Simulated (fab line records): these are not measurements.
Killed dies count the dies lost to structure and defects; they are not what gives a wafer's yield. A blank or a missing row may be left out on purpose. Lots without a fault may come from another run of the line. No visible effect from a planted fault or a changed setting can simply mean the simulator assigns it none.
Which tool did it?    flow n5 finfet    9 lots with 26 wafers sampled at 6 steps, on a route of 1938 steps

== WHAT EACH GAUGE READ, for each wafer ==
N5_BEOL_M0_SAQP_CD_MEAS_14 targets a cd of 42.5 nm. Usual: cd nm at 42.6 nm, with a standard deviation of 0.32.
lot   measured     on         cd nm (nm)      flag
L865  day 5 19:44  cd sem-02  42.5 42.6 42.4  
L867  day 6 22:33  cd sem-02  42.4 42.7 42.0  
L868  day 7 01:53  cd sem-02  42.6 43.2 42.9  
L870  day 7 03:27  cd sem-02  42.5 42.4 42.5  
L875  day 8 06:17  cd sem-02  42.7 42.4 42.4  
L876  day 8 23:29  cd sem-03  42.8 42.2 42.3  
L878  day 9 08:18  cd sem-01  42.2 42.1 42.8  
L880  day 9 18:27  cd sem-01  43.1 41.6       
L881  day 9 22:26  cd sem-03  42.4 42.3 42.3  

N5_BEOL_M4_RC_MEAS_101. Usual: DIBL_N 35.8 mV/V, standard deviation 1.6; DIBL_P 36.0 mV/V, standard deviation 1.9; IOFF_N 0.151 nA/um, standard deviation 0.029; IOFF_P 0.21 nA/um, standard deviation 0.037; ION_N 673 uA/um, standard deviation 12; ION_P 463 uA/um, standard deviation 7.3; SS_N 71.5 mV/dec, standard deviation 0.58; SS_P 73.2 mV/dec, standard deviation 0.61; VT_N 251 mV, standard deviation 3.3; VT_P -250 mV, standard deviation 3.3.
lot   measured      on         DIBL_N (mV/V)   DIBL_P (mV/V)   IOFF_N (nA/um)     IOFF_P (nA/um)  ION_N (uA/um)  ION_P (uA/um)  SS_N (mV/dec)   SS_P (mV/dec)   VT_N (mV)    VT_P (mV)       flag
L865  day 7 23:23   prober-01  34.9 36.3 36.6  32.7 35.0 35.8  0.118 0.145 0.162  0.16 0.19 0.22  658 676 675    451 466 467    71.1 71.4 71.1  71.6 73.5 73.3  255 252 247  -254 -251 -248  
L867  day 9 12:37   prober-01  37.9 35.4 36.3  38.3 34.5 35.2  0.189 0.134 0.162  0.27 0.20 0.22  690 679 677    472 465 466    71.9 71.2 70.9  74.3 73.4 73.4  247 251 248  -244 -248 -247  
L868  day 9 16:43   prober-02  37.3 38.8 37.0  36.7 38.8 36.2  0.142 0.179 0.137  0.21 0.25 0.20  666 688 660    465 468 461    71.2 72.3 71.1  72.9 73.8 72.8  252 249 255  -248 -248 -251  
L870  day 9 13:09   prober-02  36.1 37.2 37.6  36.8 37.7 38.2  0.167 0.183 0.205  0.26 0.29 0.31  682 678 691    469 469 478    71.8 71.8 72.7  73.0 73.2 73.7  248 248 246  -249 -244 -241  
L875  day 11 01:40  prober-01  34.9 36.4 35.8  36.0 37.1 38.3  0.134 0.156 0.156  0.17 0.18 0.19  662 678 677    453 456 463    71.1 71.5 71.2  73.5 73.6 73.4  255 251 250  -252 -258 -252  
L876  day 11 09:23  prober-02  34.1 35.6 34.4  33.3 35.7 35.0  0.110 0.138 0.121  0.15 0.17 0.17  647 674 664    447 459 455    71.5 71.9 70.9  72.4 73.0 73.3  252 251 253  -255 -252 -253  
L878  day 11 21:02  prober-02  38.4 37.6 35.3  38.4 36.6 34.5  0.191 0.158 0.130  0.24 0.20 0.18  689 674 651    473 455 448    71.1 71.8 71.3  73.7 73.1 73.1  247 251 252  -250 -252 -252  
L880  day 12 14:29  prober-02  35.2 38.9       33.6 39.2       0.151 0.229        0.21 0.31       688 695        470 476        71.8 71.9       73.0 74.0       250 244      -247 -245       
L881  day 12 13:26  prober-01  33.5 34.4 33.5  33.6 34.1 32.7  0.129 0.130 0.115  0.17 0.18 0.17  672 676 656    457 465 456    70.5 70.6 70.9  72.7 72.7 72.2  254 253 255  -252 -252 -252  

== TOOL THAT RAN EACH LOT (tool first, then ch and the chambers of the sampled wafers, then the start) ==
lot   N5_MOL_CONTACT_COAG_CMP_52    N5_BEOL_M0_SAQP_PECVD_97        N5_BEOL_M0_SAQP_EXPOSE_11          N5_BEOL_M0_SAQP_MANDREL_ETCH_20
L865  cmp-04 ch 0,1, day 5 15:09    pecvd-01 ch 0,2, day 5 19:07    arfi scanner-02 ch 0, day 5 19:37  rie si-05 ch 0,1, day 5 20:06
L867  cmp-04 ch 0,1, day 6 16:40    pecvd-04 ch 1,2, day 6 21:56    arfi scanner-01 ch 0, day 6 22:26  rie si-05 ch 0,1, day 6 23:22
L868  cmp-04 ch 0,2, day 6 18:11    pecvd-02 ch 0,1, day 7 01:23    arfi scanner-01 ch 0, day 7 01:45  rie si-04 ch 1,2,3, day 7 02:14
L870  cmp-03 ch 0,2,3, day 6 22:07  pecvd-04 ch 0,2, day 7 02:49    arfi scanner-03 ch 0, day 7 03:20  rie si-04 ch 0,1,3, day 7 03:49
L875  cmp-04 ch 0,1,3, day 8 00:56  pecvd-01 ch 1,2, day 8 05:39    arfi scanner-01 ch 0, day 8 06:10  rie si-04 ch 1,2,3, day 8 06:39
L876  cmp-01 ch 0,1, day 8 18:58    pecvd-02 ch 1,2, day 8 22:58    arfi scanner-01 ch 0, day 8 23:21  rie si-05 ch 0,1,2, day 9 00:22
L878  cmp-01 ch 1,2,3, day 9 03:26  pecvd-01 ch 0,1,2, day 9 07:41  arfi scanner-02 ch 0, day 9 08:10  rie si-05 ch 1,2,3, day 9 08:40
L880  cmp-03 ch 1,2, day 9 13:25    pecvd-04 ch 0,1, day 9 17:53    arfi scanner-01 ch 0, day 9 18:20  rie si-01 ch 1,3, day 9 18:56
L881  cmp-01 ch 0,2, day 9 17:24    pecvd-04 ch 0, day 9 21:46      arfi scanner-03 ch 0, day 9 22:19  rie si-05 ch 0,3, day 9 23:15
- N5_MOL_CONTACT_COAG_CMP_52: polishes, stops on SiO2, t overpolish 1.5 s, target thk 66.5 nm.
- N5_BEOL_M0_SAQP_PECVD_97: deposits SiNx from SiH4/NH3/N2, target thk 23 nm, time 19.9 s.
- N5_BEOL_M0_SAQP_EXPOSE_11: exposes mask M0 CORE, target cd 42 nm.
- N5_BEOL_M0_SAQP_MANDREL_ETCH_20: etches a-Si in HBr/Cl2, stops on SiNx, target depth 60 nm, bt time 10 s, time 30 s.

== WHAT THE TOOLS THEMSELVES READ (means of the sampled wafers that have a number; where no wafer has one, the mark that the record gives instead) ==
N5_MOL_CONTACT_COAG_CMP_52. Usual: edge zone pressure frac 0.999, standard deviation 0.0056; motor current A 11.4 A, standard deviation 0.89; overpolish run s 1.500 s, standard deviation 0.0096; slurry filter dp kPa 13.51 kPa, standard deviation 0.16; time to endpoint s 12.8 s, standard deviation 2.5.
lot   tool    edge zone pressure frac  motor current A (A)  overpolish run s (s)  slurry filter dp kPa (kPa)  time to endpoint s (s)  flag
L865  cmp-04  0.997                    11.4                 1.500                 13.47                       12.5                    
L867  cmp-04  0.996                    11.3                 1.497                 13.45                       11.7                    
L868  cmp-04  0.993                    12.3                 1.506                 13.45                       15.5                    
L870  cmp-03  1.003                    11.9                 1.496                 13.64                       13.9                    
L875  cmp-04  1.002                    11.4                 1.502                 13.49                       13.1                    
L876  cmp-01  0.998                    10.8                 1.507                 13.61                       14.0                    
L878  cmp-01  1.000                    10.7                 1.489                 13.67                       13.0                    
L880  cmp-03  1.001                    11.4                 1.494                 13.55                       12.3                    
L881  cmp-01  0.996                    11.3                 1.504                 13.43                       12.4                    

N5_BEOL_M0_SAQP_PECVD_97. Usual: heater power w 581 W, standard deviation 71; showerhead plenum p Torr 5.18 Torr, standard deviation 0.057; throttle valve pct 38.2 %, standard deviation 1.3.
lot   tool      heater power w (W)  showerhead plenum p Torr (Torr)  throttle valve pct (%)  flag
L865  pecvd-01  584                 5.27                             36.2                    
L867  pecvd-04  483                 5.14                             39.6                    
L868  pecvd-02  507                 5.14                             38.4                    
L870  pecvd-04  650                 5.12                             40.4                    
L875  pecvd-01  599                 5.21                             38.1                    
L876  pecvd-02  549                 5.16                             37.8                    
L878  pecvd-01  615                 5.24                             37.7                    
L880  pecvd-04  580                 5.13                             38.6                    
L881  pecvd-04  713                 5.12                             37.8                    

N5_BEOL_M0_SAQP_EXPOSE_11. Usual: exposure dose mJ cm2 at 55.04, with a standard deviation of 0.15.
lot   tool             exposure dose mJ cm2  flag
L865  arfi scanner-02  55.31                 
L867  arfi scanner-01  54.99                 
L868  arfi scanner-01  54.94                 
L870  arfi scanner-03  55.00                 
L875  arfi scanner-01  55.06                 
L876  arfi scanner-01  55.00                 
L878  arfi scanner-02  55.27                 
L880  arfi scanner-01  55.02                 
L881  arfi scanner-03  54.88                 

N5_BEOL_M0_SAQP_MANDREL_ETCH_20. Usual: drypump motor current A 5.6 A, standard deviation 0.46; oes product au 0.776 a.u., standard deviation 0.015; throttle valve pct 35.5 %, standard deviation 0.32.
lot   tool       drypump motor current A (A)  oes product au (a.u.)  throttle valve pct (%)  flag
L865  rie si-05  5.9                          0.793                  35.6                    
L867  rie si-05  6.1                          0.785                  35.5                    
L868  rie si-04  5.0                          0.780                  35.5                    
L870  rie si-04  5.2                          0.774                  35.7                    
L875  rie si-04  5.0                          0.786                  35.5                    
L876  rie si-05  5.7                          0.780                  35.6                    
L878  rie si-05  5.6                          0.773                  35.5                    
L880  rie si-01  6.0                          0.768                  35.7                    
L881  rie si-05  5.5                          0.772                  35.5                    

== THE ANSWER, worked out from the rows above alone ==
Rule: lot off if the mean of its wafers having a number is beyond 3 standard deviations from the usual mean. Also off: a lot with no number at a reading for which 4 or more lots have one. Where the step has rows for the other lots, those lots are counted as sound. After the gauges, taken in route order, come the tools' own readings; for these a lot's mean is taken, as printed above. The first step at which some lot is off is used, and at that step the reading that is off furthest; a lot without a number counts as furthest.
No lot is off on any of the readings shown, so nothing can be concluded from this.

== WHAT WAS PUT IN BY THE SIMULATOR ==
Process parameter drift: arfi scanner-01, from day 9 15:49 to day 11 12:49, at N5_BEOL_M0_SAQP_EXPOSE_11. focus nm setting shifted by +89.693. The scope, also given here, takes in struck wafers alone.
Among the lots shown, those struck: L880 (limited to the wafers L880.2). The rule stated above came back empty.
